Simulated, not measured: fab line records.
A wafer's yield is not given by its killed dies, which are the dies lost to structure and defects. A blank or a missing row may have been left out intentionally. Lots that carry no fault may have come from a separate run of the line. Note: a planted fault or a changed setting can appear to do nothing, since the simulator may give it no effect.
Matching of chambers + flow nand-harc + NHARC_A_STAIRCASE_CMP_450 on cmp-04 has 4 sister chambers
The step polishes SiO2, target thk 200 nm. 8 wafers are shown with their chamber, then 7 later ones without.

EACH WAFER AND ITS CHAMBER
| wafer  | chamber | motor-current-A (A) |
|--------|---------|---------------------|
| L074.6 | 2       | 10.4                |
| L079.3 | 1       | 11.3                |
| L079.5 | 0       | 11.4                |
| L089.2 | 1       | 11.4                |
| L089.3 | 3       | 13.6                |
| L089.5 | 0       | 11.6                |
| L093.4 | 3       | 13.4                |
| L093.5 | 2       | 10.7                |

WAFERS WITHOUT THEIR CHAMBER
| wafer  | motor-current-A (A) |
|--------|---------------------|
| L093.6 | 13.8                |
| L095.1 | 11.8                |
| L095.2 | 10.9                |
| L095.6 | 11.2                |
| L097.1 | 11.3                |
| L097.2 | 12.2                |
| L097.5 | 13.1                |

EACH ONE'S CHAMBER
| wafer  | from the rows above          | in truth |
|--------|------------------------------|----------|
| L093.6 | 3                            | 3        |
| L095.1 | can't be placed: 0 or 1      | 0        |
| L095.2 | can't be placed: 2 or 1 or 0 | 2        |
| L095.6 | can't be placed: 1 or 0      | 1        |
| L097.1 | can't be placed: 1 or 0      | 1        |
| L097.2 | can't be placed: 0 or 1      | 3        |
| L097.5 | 3                            | 3        |
Correctly placed: 2 of 7. Can't be placed from these rows: 5 (the true chamber is among the candidates in 4). 0 placed wrongly.
How it was worked out, from the rows above alone: a wafer's distance from a chamber is the root of the sum, over the readings, of the square of ((its reading less the chamber's mean) divided by the reading's scatter). If the next closest chamber is less than 2 further off than the closest, the wafer can't be placed; otherwise it belongs to the closest. A chamber's mean is the mean of its shown wafers. The scatter: take each reading less its chamber's mean, square it, sum over the shown wafers, divide by the number of wafers less the number of chambers, and take the root.
